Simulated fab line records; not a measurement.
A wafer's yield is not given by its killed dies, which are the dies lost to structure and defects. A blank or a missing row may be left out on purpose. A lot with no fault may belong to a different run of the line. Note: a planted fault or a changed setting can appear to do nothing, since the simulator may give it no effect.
Which tool did it? -- flow n5_finfet -- 21 lots with 63 wafers sampled at 5 steps, on a route of 1938 steps

== WHAT THE GAUGES SHOWED, per wafer ==
N5_BEOL_M11_CD_MEAS_11: target cd 64.1 nm. Usual: cd_nm reads 64.1 nm (standard deviation 0.6).
lot,measured,on,cd_nm (nm),flag
L074,day 12 00:58,cd_sem-03,64.5 65.7 64.9,
L075,day 12 04:05,cd_sem-02,64.0 63.8 63.7,
L079,day 12 04:31,cd_sem-01,63.9 63.5 64.8,
L081,day 12 13:13,cd_sem-01,64.3 63.6 63.8,
L082,day 12 11:27,cd_sem-03,63.9 64.6 63.1,
L077,day 12 13:30,cd_sem-01,63.9 63.3 63.8,
L080,day 12 15:32,cd_sem-01,65.2 65.0 64.3,
L078,day 13 17:02,cd_sem-03,64.3 64.4 64.0,
L084,day 14 01:17,cd_sem-01,63.9 63.7 63.9,
L085,day 14 03:25,cd_sem-01,63.9 64.2 63.4,
L086,day 14 02:46,cd_sem-01,63.8 63.2 63.7,
L089,day 15 00:19,cd_sem-03,64.2 64.0 64.4,
L088,day 15 00:29,cd_sem-02,65.5 64.2 65.2,
L087,day 15 03:53,cd_sem-03,63.9 64.7 64.6,
L090,day 15 06:55,cd_sem-03,64.0 63.7 64.9,
L091,day 15 19:57,cd_sem-03,64.6 64.5 64.2,
L092,day 15 20:10,cd_sem-02,64.7 63.3 63.4,
L094,day 16 03:34,cd_sem-01,63.0 64.3 64.1,
L095,day 16 13:08,cd_sem-01,64.7 64.6 64.8,
L097,day 17 03:29,cd_sem-03,63.2 64.4 63.5,
L096,day 17 03:46,cd_sem-03,64.3 65.1 64.4,

== EACH LOT AND THE TOOL THAT RAN IT (in order: tool; ch and the chambers of the sampled wafers; start) ==
lot,N5_BEOL_M10_DESCUM_16,N5_BEOL_M10_ETCH_66,N5_BEOL_M10_VIA_ETCH_34,N5_BEOL_M10_CURE_72
L074,"rie_diel-06 ch 0,1, day 11 14:02","rie_diel-03 ch 0,1,2, day 11 18:02","rie_diel-03 ch 0,1,2, day 11 18:10","uv_cure-01 ch 2, day 11 19:02"
L075,"rie_diel-06 ch 0,1,2, day 11 19:23","rie_diel-06 ch 1,2, day 11 20:30","rie_diel-06 ch 1,2, day 11 20:38","uv_cure-03 ch 0, day 11 21:20"
L079,"rie_diel-01 ch 0,1,3, day 11 21:27","rie_diel-01 ch 0,1,3, day 11 23:28","rie_diel-01 ch 0,1,3, day 11 23:35","uv_cure-03 ch 0, day 12 00:04"
L081,"rie_diel-06 ch 0,2, day 12 04:15","rie_diel-03 ch 0,1,3, day 12 06:46","rie_diel-03 ch 0,1,3, day 12 06:53","uv_cure-02 ch 0, day 12 07:58"
L082,"rie_diel-03 ch 2,3, day 12 04:31","rie_diel-01 ch 1,2,3, day 12 06:17","rie_diel-01 ch 1,2,3, day 12 06:24","uv_cure-02 ch 0, day 12 06:53"
L077,"rie_diel-06 ch 1,2,3, day 12 04:32","rie_diel-01 ch 0,2, day 12 06:44","rie_diel-01 ch 0,2, day 12 06:52","uv_cure-01 ch 2, day 12 07:30"
L080,"rie_diel-01 ch 1,2, day 12 07:43","rie_diel-06 ch 1,2,3, day 12 10:11","rie_diel-06 ch 1,2,3, day 12 10:19","uv_cure-03 ch 1, day 12 10:47"
L078,"rie_diel-06 ch 0,2,3, day 13 08:22","rie_diel-06 ch 0,2, day 13 10:53","rie_diel-06 ch 0,2, day 13 11:01","uv_cure-03 ch 2, day 13 11:35"
L084,"rie_diel-01 ch 1,2,3, day 13 16:55","rie_diel-06 ch 2,3, day 13 20:08","rie_diel-06 ch 2,3, day 13 20:16","uv_cure-03 ch 1, day 13 20:47"
L085,"rie_diel-03 ch 1,3, day 13 17:02","rie_diel-01 ch 0,1,2, day 13 22:07","rie_diel-01 ch 0,1,2, day 13 22:14","uv_cure-01 ch 1, day 13 22:46"
L086,"rie_diel-01 ch 1,2,3, day 13 17:12","rie_diel-03 ch 0,1,3, day 13 21:26","rie_diel-03 ch 0,1,3, day 13 21:34","uv_cure-01 ch 2, day 13 22:05"
L089,"rie_diel-03 ch 0,1, day 14 16:42","rie_diel-06 ch 0,2, day 14 18:45","rie_diel-06 ch 0,2, day 14 18:52","uv_cure-03 ch 0, day 14 19:21"
L088,"rie_diel-06 ch 0,2,3, day 14 17:20","rie_diel-01 ch 0,1,2, day 14 18:55","rie_diel-01 ch 0,1,2, day 14 19:02","uv_cure-02 ch 1, day 14 19:31"
L087,"rie_diel-01 ch 0,1,2, day 14 19:19","rie_diel-03 ch 1,2,3, day 14 20:29","rie_diel-03 ch 1,2,3, day 14 20:37","uv_cure-03 ch 1, day 14 21:11"
L090,"rie_diel-03 ch 0,2,3, day 14 20:07","rie_diel-03 ch 2,3, day 14 23:28","rie_diel-03 ch 2,3, day 14 23:35","uv_cure-03 ch 1, day 15 00:13"
L091,"rie_diel-01 ch 0,2, day 15 08:30","rie_diel-06 ch 2,3, day 15 11:34","rie_diel-06 ch 2,3, day 15 11:41","uv_cure-02 ch 1, day 15 12:10"
L092,"rie_diel-06 ch 0,1,3, day 15 12:08","rie_diel-01 ch 1,2,3, day 15 13:46","rie_diel-01 ch 1,2,3, day 15 13:54","uv_cure-03 ch 1, day 15 14:26"
L094,"rie_diel-06 ch 0,1,3, day 15 20:13","rie_diel-06 ch 0,1,3, day 15 22:49","rie_diel-06 ch 0,1,3, day 15 22:56","uv_cure-01 ch 2, day 15 23:25"
L095,"rie_diel-06 ch 0,1,2, day 16 03:45","rie_diel-03 ch 1,2,3, day 16 05:44","rie_diel-03 ch 1,2,3, day 16 05:50","uv_cure-01 ch 1, day 16 06:26"
L097,"rie_diel-03 ch 0,1,3, day 16 18:58","rie_diel-01 ch 1,2, day 16 21:46","rie_diel-01 ch 1,2, day 16 21:53","uv_cure-02 ch 2, day 16 22:25"
L096,"rie_diel-06 ch 1,2,3, day 16 19:04","rie_diel-06 ch 0,1, day 16 21:36","rie_diel-06 ch 0,1, day 16 21:43","uv_cure-03 ch 1, day 16 22:12"
- N5_BEOL_M10_DESCUM_16: chemistry O2, time 7.9 s.
- N5_BEOL_M10_ETCH_66: etches SOC in N2/H2, target depth 120 nm, overetch 24 nm, time 180 s.
- N5_BEOL_M10_VIA_ETCH_34: etches SiCOH lowk in C4F6/O2, target depth 184.5 nm, time 69.2 s.
- N5_BEOL_M10_CURE_72: cures SiCOH lowk, time 120 s.

== WHAT THE TOOLS THEMSELVES READ (means of the sampled wafers that have a number; where no wafer has one, the mark that the record gives instead) ==
N5_BEOL_M10_DESCUM_16. Usual: bias_power_w 20.00 W, standard deviation 0.058; drypump_motor_current_A 5.7 A, standard deviation 0.44; oes_product_au 0.83 a.u., standard deviation 0.081; rf_vpp_V 242.8 V, standard deviation 1.3; showerhead_plenum_p_Torr 2.07 Torr, standard deviation 0.068; throttle_valve_pct 20.43 %, standard deviation 0.23.
lot,tool,bias_power_w (W),drypump_motor_current_A (A),oes_product_au (a.u.),rf_vpp_V (V),showerhead_plenum_p_Torr (Torr),throttle_valve_pct (%),flag
L074,rie_diel-06,20.04,5.7,0.74,242.8,2.01,20.22,
L075,rie_diel-06,19.94,5.5,0.77,243.1,2.05,20.41,
L079,rie_diel-01,19.97,5.8,0.89,242.6,2.04,20.32,
L081,rie_diel-06,20.04,5.2,0.83,242.9,2.08,20.43,
L082,rie_diel-03,19.96,5.8,0.89,245.7,2.21,20.58,
L077,rie_diel-06,20.06,5.5,0.84,242.6,2.08,20.59,
L080,rie_diel-01,19.93,6.1,0.87,242.7,2.05,20.48,
L078,rie_diel-06,20.02,5.6,0.84,242.6,2.06,20.42,
L084,rie_diel-01,20.01,6.1,0.83,242.4,2.04,20.39,
L085,rie_diel-03,20.02,5.8,0.79,242.9,2.12,20.52,
L086,rie_diel-01,20.03,6.1,0.83,242.1,2.04,20.40,
L089,rie_diel-03,19.99,5.4,0.73,242.4,2.03,20.33,
L088,rie_diel-06,19.99,5.5,0.83,242.6,2.05,20.44,
L087,rie_diel-01,19.99,5.6,0.85,241.5,2.05,20.55,
L090,rie_diel-03,20.00,5.6,0.77,242.9,2.11,20.56,
L091,rie_diel-01,20.03,5.5,0.84,242.2,2.05,20.66,
L092,rie_diel-06,19.97,5.8,0.84,242.5,2.03,20.33,
L094,rie_diel-06,19.99,5.8,0.84,242.5,2.03,20.32,
L095,rie_diel-06,19.95,5.5,0.81,242.4,2.04,20.37,
L097,rie_diel-03,20.03,5.6,0.84,243.9,2.15,20.32,
L096,rie_diel-06,19.97,5.6,0.84,242.4,2.07,20.54,

N5_BEOL_M10_ETCH_66. Usual: drypump_motor_current_A 5.7 A, standard deviation 0.44; h2_flow_sccm 199.9 sccm, standard deviation 0.64; oes_product_au 0.67 a.u., standard deviation 0.062; rf_vpp_V 523.0 V, standard deviation 2.1; showerhead_plenum_p_Torr 2.50 Torr, standard deviation 0.077; throttle_valve_pct 17.76 %, standard deviation 0.25.
lot,tool,drypump_motor_current_A (A),h2_flow_sccm (sccm),oes_product_au (a.u.),rf_vpp_V (V),showerhead_plenum_p_Torr (Torr),throttle_valve_pct (%),flag
L074,rie_diel-03,5.6,200.4,0.68,525.2,2.58,17.68,
L075,rie_diel-06,5.4,200.7,0.59,522.4,2.52,17.99,
L079,rie_diel-01,5.8,199.2,0.71,522.7,2.47,17.60,
L081,rie_diel-03,5.6,200.2,0.63,523.0,2.52,17.80,
L082,rie_diel-01,6.1,199.7,0.68,522.4,2.46,17.56,
L077,rie_diel-01,5.2,199.4,0.74,522.5,2.49,17.81,
L080,rie_diel-06,5.6,200.0,0.66,523.8,2.52,17.91,
L078,rie_diel-06,5.5,200.1,0.63,522.5,2.47,17.72,
L084,rie_diel-06,5.6,199.9,0.71,522.6,2.52,17.86,
L085,rie_diel-01,5.6,199.0,0.69,522.3,2.47,17.70,
L086,rie_diel-03,5.6,200.0,0.61,523.1,2.52,17.82,
L089,rie_diel-06,5.2,199.5,0.65,523.3,2.52,17.92,
L088,rie_diel-01,5.7,200.0,0.69,521.9,2.46,17.72,
L087,rie_diel-03,5.8,200.2,0.66,526.3,2.61,17.76,
L090,rie_diel-03,5.8,199.9,0.64,525.0,2.60,18.01,
L091,rie_diel-06,5.6,199.3,0.70,522.8,2.51,17.91,
L092,rie_diel-01,6.1,200.4,0.65,521.8,2.45,17.60,
L094,rie_diel-06,5.8,199.7,0.67,522.4,2.45,17.65,
L095,rie_diel-03,5.9,199.8,0.65,526.0,2.61,17.78,
L097,rie_diel-01,6.1,200.0,0.67,521.1,2.45,17.62,
L096,rie_diel-06,5.8,200.2,0.66,522.5,2.45,17.60,

N5_BEOL_M10_VIA_ETCH_34. Usual: drypump_motor_current_A 5.7 A, standard deviation 0.45; oes_product_au 0.83 a.u., standard deviation 0.079; rf_vpp_V 666 V, standard deviation 15; showerhead_plenum_p_Torr 2.81 Torr, standard deviation 0.08; throttle_valve_pct 20.90 %, standard deviation 0.22.
lot,tool,drypump_motor_current_A (A),oes_product_au (a.u.),rf_vpp_V (V),showerhead_plenum_p_Torr (Torr),throttle_valve_pct (%),flag
L074,rie_diel-03,5.6,0.84,680,2.88,20.77,
L075,rie_diel-06,5.5,0.75,679,2.82,21.07,
L079,rie_diel-01,5.8,0.88,658,2.79,20.80,
L081,rie_diel-03,5.6,0.78,662,2.82,20.81,
L082,rie_diel-01,6.1,0.84,657,2.77,20.76,
L077,rie_diel-01,5.1,0.91,668,2.80,21.08,
L080,rie_diel-06,5.5,0.84,675,2.82,21.00,
L078,rie_diel-06,5.4,0.78,669,2.78,20.85,
L084,rie_diel-06,5.6,0.89,671,2.81,20.93,
L085,rie_diel-01,5.6,0.86,661,2.79,20.97,
L086,rie_diel-03,5.6,0.76,660,2.81,20.83,
L089,rie_diel-06,5.2,0.81,678,2.82,20.99,
L088,rie_diel-01,5.6,0.85,660,2.78,20.98,
L087,rie_diel-03,5.8,0.82,668,2.92,20.87,
L090,rie_diel-03,5.8,0.78,657,2.92,21.13,
L091,rie_diel-06,5.6,0.87,671,2.80,20.96,
L092,rie_diel-01,6.1,0.80,656,2.76,20.80,
L094,rie_diel-06,5.8,0.83,664,2.76,20.82,
L095,rie_diel-03,5.8,0.80,667,2.91,20.89,
L097,rie_diel-01,6.1,0.81,654,2.77,20.88,
L096,rie_diel-06,5.7,0.82,669,2.76,20.80,

N5_BEOL_M10_CURE_72. Usual: lamp_power_pct 52.31 %, standard deviation 0.055; wafer_temp_C_max 372.0, standard deviation 0.57.
lot,tool,lamp_power_pct (%),wafer_temp_C_max,flag
L074,uv_cure-01,52.22,371.7,
L075,uv_cure-03,52.32,371.6,
L079,uv_cure-03,52.34,371.6,
L081,uv_cure-02,52.29,372.3,
L082,uv_cure-02,52.33,372.3,
L077,uv_cure-01,52.35,371.5,
L080,uv_cure-03,52.33,372.6,
L078,uv_cure-03,52.28,372.2,
L084,uv_cure-03,52.32,372.7,
L085,uv_cure-01,52.33,371.3,
L086,uv_cure-01,52.32,371.9,
L089,uv_cure-03,52.31,371.7,
L088,uv_cure-02,52.34,372.1,
L087,uv_cure-03,52.34,372.6,
L090,uv_cure-03,52.32,372.3,
L091,uv_cure-02,52.32,371.9,
L092,uv_cure-03,52.36,372.6,
L094,uv_cure-01,52.26,372.4,
L095,uv_cure-01,52.33,371.7,
L097,uv_cure-02,52.28,372.3,
L096,uv_cure-03,52.34,372.5,

== THE ANSWER, worked out from the rows above alone ==
Rule: take the mean of a lot's wafers that have a number; if it is more than 3 standard deviations from the usual mean, the lot is off. A lot without any number at a reading at which 4 lots or more have one is off too. All remaining lots with rows at the step are treated as sound. Order of review: gauges by route order, followed by the tools' own readings, for which a lot's mean as printed above is used. At the first step where some lot is off, the reading lying furthest off is the one used; lots without a number count as furthest.
None of the lots is off at any reading shown; this tells nothing.

== WHAT THE SIMULATOR HAD INSERTED ==
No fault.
